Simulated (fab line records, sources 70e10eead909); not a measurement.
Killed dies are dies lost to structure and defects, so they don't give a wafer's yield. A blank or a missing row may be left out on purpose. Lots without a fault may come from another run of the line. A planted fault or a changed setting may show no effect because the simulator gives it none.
Chamber matching | flow nand_harc | NHARC_P_BONDPAD_ACTIVATE_29 on rie_diel-13: 4 sister chambers
The step chemistry N2, time 60 s. 14 wafers are shown with their chamber, then 7 later ones without.

WAFERS WITH THEIR CHAMBER
wafer  | chamber | drypump_motor_current_A (A) | oes_product_au (a.u.) | rf_vpp_V (V)
L112.1 | 3       | 5.42                        | 0.978                 | 63.0
L112.3 | 1       | 5.66                        | 1.000                 | 64.0
L112.5 | 0       | 5.87                        | 1.014                 | 64.0
L118.3 | 1       | 5.63                        | 0.992                 | 64.4
L118.4 | 2       | 6.10                        | 1.002                 | 63.2
L118.5 | 2       | 6.12                        | 1.006                 | 63.1
L114.2 | 1       | 5.65                        | 0.995                 | 64.6
L114.4 | 3       | 5.41                        | 0.976                 | 64.5
L114.5 | 1       | 5.67                        | 0.991                 | 65.6
L113.1 | 2       | 6.14                        | 0.995                 | 64.3
L113.3 | 3       | 5.43                        | 0.977                 | 64.5
L113.5 | 0       | 5.88                        | 1.004                 | 65.3
L123.4 | 1       | 5.64                        | 0.996                 | 65.4
L123.5 | 0       | 5.89                        | 1.014                 | 64.2

SIGNATURES (means of the wafers above)
reading                 | chamber 0 | chamber 1 | chamber 2 | chamber 3 | scatter within a chamber
drypump_motor_current_A | 5.8800    | 5.6500    | 6.1200    | 5.4200    | 0.0148
oes_product_au          | 1.01067   | 0.99480   | 1.00100   | 0.97700   | 0.00426
rf_vpp_V                | 64.500    | 64.800    | 63.533    | 64.000    | 0.722
Rule: a wafer's distance from a chamber is the root of the sum, over the readings, of the square of ((its reading less the chamber's mean) divided by the reading's scatter). The wafer belongs to the nearest chamber; if the next one is less than 2 further off, it can't be placed. The scatter: the root of (the sum of the squares of (reading less its chamber's mean) over the shown wafers, divided by (wafers less chambers)).

WAFERS WITHOUT THEIR CHAMBER
wafer  | drypump_motor_current_A (A) | oes_product_au (a.u.) | rf_vpp_V (V)
L123.6 | 5.39                        | 0.986                 | 62.9
L127.1 | 5.64                        | 0.989                 | 65.7
L127.2 | 5.87                        | 1.011                 | 62.4
L127.5 | 6.16                        | 0.998                 | 64.9
L128.1 | 5.88                        | 1.006                 | 64.6
L128.2 | 5.42                        | 0.970                 | 64.9
L128.3 | 5.63                        | 0.982                 | 63.6

WHICH CHAMBER EACH WENT THROUGH
wafer  | from the rows above | in truth
L123.6 | 3                   | 3
L127.1 | 1                   | 1
L127.2 | 0                   | 0
L127.5 | 2                   | 2
L128.1 | 0                   | 0
L128.2 | 3                   | 3
L128.3 | 1                   | 1
Placed correctly: 7 of 7. Can't be placed from these rows: 0. Placed wrongly: 0.
